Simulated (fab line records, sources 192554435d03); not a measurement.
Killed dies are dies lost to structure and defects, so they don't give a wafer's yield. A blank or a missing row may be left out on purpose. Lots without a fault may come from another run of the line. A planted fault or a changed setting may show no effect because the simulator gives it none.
Which tool did it? | flow n5_finfet | 12 lots, 35 wafers sampled, at 1 step of a route of 1938

WHAT THE GAUGES READ, wafer by wafer
N5_MOL_CONTACT_COAG_OVL_MEAS_09.
lot  | measured     | on         | CA_OVL (nm)
L762 | day 4 18:46  | overlay-02 | -2.0 -1.3 -0.4
L763 | day 4 20:25  | overlay-01 | -0.6 -1.3 -0.6
L767 | day 6 00:49  | overlay-01 | -0.6 -0.4 -0.7
L768 | day 6 02:54  | overlay-02 | -0.5 -0.8 -0.9
L769 | day 6 14:53  | overlay-02 | -0.4 -0.6 -0.1
L773 | day 7 12:59  | overlay-01 | -1.2 -1.1
L774 | day 7 19:19  | overlay-01 | 0.0 -0.8 0.3
L776 | day 8 03:26  | overlay-01 | -1.3 -0.1 -1.0
L780 | day 9 06:18  | overlay-02 | -0.9 0.1 -0.3
L782 | day 9 16:44  | overlay-02 | -1.1 -0.9 -0.9
L783 | day 10 02:59 | overlay-02 | 0.6 1.4 0.4
L785 | day 10 13:22 | overlay-02 | 0.0 -0.4 -0.7

WHICH TOOL RAN EACH LOT (tool, then ch and the chambers of the sampled wafers, then the start)
The record holds no process step before these readings.

WHAT THE TOOLS THEMSELVES READ (means of the sampled wafers that have a number; where no wafer has one, the mark that the record gives instead)
The record holds no such reading with a usual standard deviation.

THE ANSWER, worked out from the rows above alone
Rule: what is usual is taken from the lots themselves. Put in order of their means at a reading, lots are off if they are a third of the lots or fewer, leave a main group of 4 or more, and stand apart from it by a gap of 3 or more times the standard deviation of the main group's means; of several such gaps the widest counts. A main group whose means are all the same, to the digits that the tables above print for the reading, isn't used. A lot without any number at a reading at which 4 lots or more have one is off too. The other lots that the step has rows for count as sound. The gauges are gone through in route order, then the tools' own readings, and for those a lot's mean is taken as printed above. The first step at which some lot is off is used, and at that step the reading that is off furthest; a lot without a number counts as furthest.
No lot is off at any reading shown: from this, nothing can be told.

WHAT THE SIMULATOR HAD PUT IN
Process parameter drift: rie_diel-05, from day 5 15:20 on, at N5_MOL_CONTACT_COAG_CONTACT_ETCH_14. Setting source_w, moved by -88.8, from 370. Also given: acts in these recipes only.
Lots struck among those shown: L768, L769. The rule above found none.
